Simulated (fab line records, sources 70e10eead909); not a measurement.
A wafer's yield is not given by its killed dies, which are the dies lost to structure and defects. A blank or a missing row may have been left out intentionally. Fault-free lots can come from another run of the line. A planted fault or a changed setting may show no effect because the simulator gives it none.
Which of the tools did it? | flow nand harc | Sampling: 11 lots, 33 wafers, 5 of 1159 route steps

## WHAT THE GAUGES SHOWED, per wafer
NHARC_END_SORT_01.
lot  | measured     | on        | killed at array | killed at other | killed at periphery | killed dies | killed open | killed short
L600 | day 23 07:44 | prober-01 | 43 121 51       | 1 0 0           | 2 0 3               | 46 121 54   | 4 1 4       | 0 1 2

## TOOL THAT RAN EACH LOT (tool first, then ch and the chambers of the sampled wafers, then the start)
lot  | NHARC_A_STAIRCASE_DESCUM_219       | NHARC_A_STAIRCASE_TRIM_226                    | NHARC_A_STAIRCASE_TRIM_231         | NHARC_A_STAIRCASE_TRIM_235
L584 | rie diel-10 ch 1,3, day 11 14:32   | rie diel-10 ch 0,2, day 11 15:55 or earlier   | rie diel-10 ch 0,1,3, day 11 15:55 | rie diel-10 ch 0,2,3, no start
L585 | rie diel-11 ch 0,1,3, day 11 16:47 | rie diel-11 ch 1,2,3, day 11 18:58 or earlier | rie diel-11 ch 0,1,2, day 11 18:58 | rie diel-11 ch 1,2,3, no start
L591 | rie diel-10 ch 0,2, day 12 16:39   | rie diel-10 ch 0,1,2, day 12 18:07 or earlier | rie diel-10 ch 1,2,3, day 12 18:07 | rie diel-10 ch 1,2, no start
L590 | rie diel-09 ch 2,3, day 12 18:16   | rie diel-09 ch 0,3, day 12 20:07 or earlier   | rie diel-10 ch 1,2, day 12 20:07   | rie diel-10 ch 0,1, no start
L592 | rie diel-11 ch 0,2,3, day 13 05:55 | rie diel-11 ch 0,2,3, day 13 07:34 or earlier | rie diel-11 ch 1,2,3, day 13 07:34 | rie diel-11 ch 0,2,3, no start
L594 | rie diel-09 ch 0,1,2, day 13 06:06 | rie diel-09 ch 0,1, day 13 09:20 or earlier   | rie diel-11 ch 0,3, day 13 09:20   | rie diel-11 ch 0,3, no start
L593 | rie diel-10 ch 0,1,3, day 13 09:12 | rie diel-10 ch 1,3, day 13 10:36 or earlier   | rie diel-10 ch 1,2, day 13 10:36   | rie diel-10 ch 0,2,3, no start
L595 | rie diel-09 ch 2,3, day 14 13:46   | rie diel-09 ch 1,2,3, day 14 15:28 or earlier | rie diel-11 ch 1,2,3, day 14 15:28 | rie diel-11 ch 0,3, no start
L596 | rie diel-11 ch 1,2,3, day 14 16:17 | rie diel-11 ch 1,3, day 14 17:43 or earlier   | rie diel-11 ch 1,2,3, day 14 17:43 | rie diel-11 ch 0,1,2, no start
L600 | rie diel-11 ch 0,2, day 15 04:52   | rie diel-11 ch 1,2,3, day 15 06:28 or earlier | rie diel-10 ch 1,2, day 15 06:28   | rie diel-10 ch 2,3, day 23 07:44 or earlier
L607 | rie diel-11 ch 0,1,3, day 17 03:59 | rie diel-11 ch 0,1,3, day 17 05:37 or earlier | rie diel-11 ch 0,1,2, day 17 05:37 | rie diel-11 ch 0,1,3, no start
- NHARC_A_STAIRCASE_DESCUM_219: chemistry O2, time 3 s.
- NHARC_A_STAIRCASE_TRIM_226: chemistry O2, time 211.2 s.
- NHARC_A_STAIRCASE_TRIM_231: chemistry O2, time 211.2 s.
- NHARC_A_STAIRCASE_TRIM_235: chemistry O2, time 211.2 s.

## WHAT THE TOOLS THEMSELVES READ (means of the sampled wafers that have a number; where no wafer has one, the mark that the record gives instead)
NHARC_A_STAIRCASE_DESCUM_219.
lot  | tool        | drypump motor current A (A) | oes product au (a.u.) | rf vpp V (V) | showerhead plenum p Torr (Torr) | throttle valve pct (%)
L584 | rie diel-10 | 5.8                         | 0.995                 | 57.2         | 1.85                            | 11.308
L585 | rie diel-11 | 6.0                         | 1.000                 | 58.6         | 1.95                            | 11.312
L591 | rie diel-10 | 5.3                         | 1.004                 | 58.5         | 1.90                            | 11.319
L590 | rie diel-09 | 5.6                         | 1.017                 | 57.7         | 1.87                            | 11.311
L592 | rie diel-11 | 6.0                         | 0.996                 | 58.4         | 2.03                            | 11.315
L594 | rie diel-09 | 5.2                         | 1.004                 | 57.9         | 1.92                            | 11.320
L593 | rie diel-10 | 5.5                         | 1.003                 | 58.0         | 1.89                            | 11.308
L595 | rie diel-09 | 5.6                         | 1.016                 | 57.8         | 1.87                            | 11.310
L596 | rie diel-11 | 5.8                         | 0.997                 | 57.4         | 1.94                            | 11.319
L600 | rie diel-11 | 6.1                         | 0.982                 | 57.1         | 2.06                            | 11.308
L607 | rie diel-11 | 6.0                         | 0.996                 | 58.2         | 1.94                            | 11.315

NHARC_A_STAIRCASE_TRIM_226.
lot  | tool        | drypump motor current A (A) | oes product au (a.u.) | rf vpp V (V) | run length s (s) | showerhead plenum p Torr (Torr) | throttle valve pct (%)
L584 | rie diel-10 | 5.3                         | 0.994                 | 57.8         | 232.4            | 3.51                            | 17.050
L585 | rie diel-11 | 5.8                         | 1.006                 | 58.3         | 232.9            | 3.59                            | 17.033
L591 | rie diel-10 | 5.2                         | 1.005                 | 58.1         | 232.3            | 3.54                            | 17.030
L590 | rie diel-09 | 5.5                         | 1.004                 | 57.7         | 232.7            | 3.42                            | 17.035
L592 | rie diel-11 | 6.0                         | 0.997                 | 57.5         | 232.6            | 3.73                            | 17.038
L594 | rie diel-09 | 5.0                         | 0.997                 | 58.3         | 232.6            | 3.60                            | 17.045
L593 | rie diel-10 | 5.8                         | 1.000                 | 58.6         | 232.4            | 3.41                            | 17.039
L595 | rie diel-09 | 5.3                         | 1.011                 | 58.3         | 232.9            | 3.50                            | 17.038
L596 | rie diel-11 | 5.6                         | 0.995                 | 58.1         | 232.9            | 3.52                            | 17.037
L600 | rie diel-11 | 5.8                         | 0.997                 | 58.1         | 232.6            | 3.58                            | 17.033
L607 | rie diel-11 | 6.0                         | 0.995                 | 57.9         | 233.0            | 3.57                            | 17.048

NHARC_A_STAIRCASE_TRIM_231.
lot  | tool        | drypump motor current A (A) | oes product au (a.u.) | rf vpp V (V) | run length s (s) | showerhead plenum p Torr (Torr) | throttle valve pct (%)
L584 | rie diel-10 | 5.6                         | 0.998                 | 57.5         | 232.6            | 3.49                            | 17.029
L585 | rie diel-11 | 6.1                         | 0.991                 | 58.4         | 232.7            | 3.65                            | 17.036
L591 | rie diel-10 | 5.5                         | 0.998                 | 57.3         | 232.2            | 3.46                            | 17.047
L590 | rie diel-10 | 5.2                         | 1.003                 | 57.3         | 232.8            | 3.52                            | 17.042
L592 | rie diel-11 | 5.8                         | 1.004                 | 58.4         | 232.7            | 3.59                            | 17.042
L594 | rie diel-11 | 6.2                         | 0.999                 | 57.5         | 232.6            | 3.73                            | 17.027
L593 | rie diel-10 | 5.2                         | 1.002                 | 57.2         | 232.6            | 3.57                            | 17.036
L595 | rie diel-11 | 5.8                         | 0.995                 | 58.3         | 232.8            | 3.58                            | 17.040
L596 | rie diel-11 | 5.8                         | 0.985                 | 58.2         | 233.0            | 3.58                            | 17.030
L600 | rie diel-10 | 5.2                         | 1.004                 | 57.5         | 254.8            | 3.56                            | 17.045
L607 | rie diel-11 | 6.1                         | 1.000                 | 58.1         | 232.6            | 3.62                            | 17.029

NHARC_A_STAIRCASE_TRIM_235.
lot  | tool        | drypump motor current A (A) | oes product au (a.u.) | rf vpp V (V) | run length s (s) | showerhead plenum p Torr (Torr) | throttle valve pct (%)
L584 | rie diel-10 | 5.6                         | 0.994                 | 56.6         | 232.5            | 3.44                            | 17.034
L585 | rie diel-11 | 5.8                         | 0.998                 | 58.4         | 232.8            | 3.59                            | 17.025
L591 | rie diel-10 | 5.2                         | 1.004                 | 56.4         | 232.7            | 3.52                            | 17.027
L590 | rie diel-10 | 5.2                         | 1.004                 | 57.8         | 232.6            | 3.60                            | 17.037
L592 | rie diel-11 | 6.0                         | 0.996                 | 58.7         | 232.4            | 3.73                            | 17.035
L594 | rie diel-11 | 6.2                         | 0.999                 | 58.8         | 232.5            | 3.73                            | 17.038
L593 | rie diel-10 | 5.6                         | 1.010                 | 57.1         | 232.5            | 3.43                            | 17.043
L595 | rie diel-11 | 6.2                         | 0.989                 | 58.5         | 232.5            | 3.73                            | 17.036
L596 | rie diel-11 | 6.1                         | 0.995                 | 58.0         | 232.9            | 3.63                            | 17.047
L600 | rie diel-10 | 5.6                         | 1.000                 | 57.5         | 232.1            | 3.40                            | 17.043
L607 | rie diel-11 | 6.0                         | 1.001                 | 58.4         | 232.9            | 3.57                            | 17.035

## THE ANSWER, worked out from the rows above alone
Rule: what is usual is taken from the lots themselves. Put in order of their means at a reading, lots are off if they are a third of the lots or fewer, leave a main group of 4 or more, and stand apart from it by a gap of 3 or more times the standard deviation of the main group's means; of several such gaps the widest counts. A main group is skipped when, at the precision printed for the reading in the tables above, its means are all equal. A lot without any number at a reading at which 4 lots or more have one is off too. The other lots that the step has rows for count as sound. First the gauges in route order, then the tools' own readings, where a lot's mean is used as printed above. At the first step where some lot is off, the reading lying furthest off is the one used; lots without a number count as furthest.
Off, at NHARC_A_STAIRCASE_TRIM_231 on run length s: L600. Mean 232.7 s and standard deviation 0.2 in the main group.
If a tool, at that step or one of the process steps before it, ran each lot that is off and ran no sound lot following the first of them, it fits. NHARC_A_STAIRCASE_TRIM_226 gives no start for some lots, so the hours and the order of its lots are those of NHARC_A_STAIRCASE_TRIM_231. One candidate fits, namely rie diel-10 at NHARC_A_STAIRCASE_TRIM_231. A fault onset in the window from L593 (day 13 10:36, its last sound lot) to L600 (day 15 06:28, its first lot off) fits.
The tool's own readings at NHARC_A_STAIRCASE_TRIM_231 bear it out: on the lots that are off they differ by more than 5 times the standard deviation of the sound lots' means. run length s reads 254.8 s there against 232.7 s on the sound lots.

## WHAT THE SIMULATOR HAD INSERTED
rie diel-10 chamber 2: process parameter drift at NHARC_A_STAIRCASE_TRIM_231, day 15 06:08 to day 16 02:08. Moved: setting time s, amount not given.
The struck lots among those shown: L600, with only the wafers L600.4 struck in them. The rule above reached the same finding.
